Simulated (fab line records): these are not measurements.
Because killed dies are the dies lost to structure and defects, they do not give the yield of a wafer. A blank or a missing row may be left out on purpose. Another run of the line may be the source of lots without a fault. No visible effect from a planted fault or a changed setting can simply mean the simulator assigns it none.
Problem report in the 8D (eight disciplines) form, filled by code	flow n5_finfet	the parts of the form that need people (team, actions taken, sign-off) are left out

## 1. WHAT WENT WRONG
Mean of thk_nm at N5_SD_EPI_N_EPI_MEAS_23: 71.5 nm across 6 wafers in 2 lots; on wafers with no fault it is 59.1 nm (standard deviation 1.2). Measured from the usual mean, that is +10 standard deviations.
The first sign was on wafer L266.1 at day 5 05:51, on film_metro-02. The record holds 27 wafers of 9 lots with a number at this step. Rule for "out", or "out of limits": more than 4 standard deviations from the usual mean. All remaining wafers that have a number are taken as sound.

## 2. WHAT THIS IS AND IS NOT
question	is	is not
which readings at this step	thk_nm	-
which lots	L266, L269	L259, L261, L272, L277, L279, L280, L281
which wafers of those lots	all that have a number	-
read on which gauges	film_metro-02	film_metro-01
when	from day 5 05:51	up to then (6 sound wafers); but 15 sound wafers of L272, L277, L279, L280, L281 came after

## 3. WHAT RULES OUT EACH SUSPECT
Counting: a tool at a process step up to the reading stays a suspect if it ran every lot that is out and no sound lot after the first of them.
- the gauge at N5_SD_EPI_N_EPI_MEAS_23 has been ruled out. All the wafers that are out were read on film_metro-02, but those of them that N5_SD_EPI_N_EPI_21 has rows for are out there too, on other tools.
- rie_diel-02 at N5_DUMMY_GATE_STRIP_48 (strips in N2/H2, time 20 s): kept. It ran every lot that is out, first L266 (day 5 01:05), and no sound lot after that; its last sound lot up to then is L261 (day 3 17:14).
- plasma_asher-01 at N5_SD_EPI_N_STRIP_38 (strips in N2/H2): kept. It ran every lot that is out, first L266 (day 5 03:14), and no sound lot after that; its last sound lot up to then is L261 (day 3 19:23).
- epi_rpcvd-02 at N5_SD_EPI_N_EPI_21 (deposits Si:P, time 690 s): ruled out as a lasting fault. Sound lots L280 ran on it after its first lot that is out, L266 (day 5 04:08).
Remaining after the count are rie_diel-02 at N5_DUMMY_GATE_STRIP_48 and plasma_asher-01 at N5_SD_EPI_N_STRIP_38.

## 4. THE CAUSE (what the simulator had put in)
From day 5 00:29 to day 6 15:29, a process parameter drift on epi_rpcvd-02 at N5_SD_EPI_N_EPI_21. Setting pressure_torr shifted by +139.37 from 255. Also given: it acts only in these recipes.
The count ruled it out by mistake, since the rule takes a fault to strike every lot its tool runs from the start of the fault on, and this one did not do so.

## 5. THE CHAIN OF EFFECTS, in route order
Each row: a reading where the mean over the struck wafers with a number is more than 3 standard deviations away from the usual. Scope: only readings with a usual standard deviation given in the record; hours: median across lots of the time from each lot's start at the first step in this table that gives one to its start at this step; sigmas: change in usual standard deviations.
hours	step	reading	usual	on struck wafers	change	sigmas
0	N5_SD_EPI_N_EPI_21	chamber_pressure_Torr	255.1 Torr	394.0	+138.9	+99 or more
2	N5_SD_EPI_N_EPI_MEAS_23	thk_nm	59.1 nm	71.5	+12.4	+10
8	N5_SD_ACTIVATION_RS_MEAS_03	RS_SD_N	21.89 ohm/sq	17.62	-4.27	-15
136	N5_BEOL_M4_RC_MEAS_101	RS_SD_N	28.4 ohm/sq	22.8	-5.6	-14
238	N5_PASSIVATION_PROBE_49	sort_bin_4_leakage	0.3 %	9.1	+8.8	+4.2
238	N5_PASSIVATION_PROBE_49	sort_n_pass	1070	970	-100	-3.6
238	N5_PASSIVATION_PROBE_49	sort_yield_pct	90.7 %	82.2	-8.5	-3.5
It contains these process steps:
- N5_SD_EPI_N_EPI_21: deposits Si:P, time 690 s.
- N5_PASSIVATION_PROBE_49

## 6. HOW IT WOULD HAVE BEEN CAUGHT EARLIER
In this record the first reading out of limits at a measuring or inspecting step was taken at day 5 05:51, 5 hours after the fault began at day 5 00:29.
The tool's own readings at N5_SD_EPI_N_EPI_21 were out on every struck wafer that the step has a row for (chamber_pressure_Torr): an alarm limit on them would have fired on the first of those.
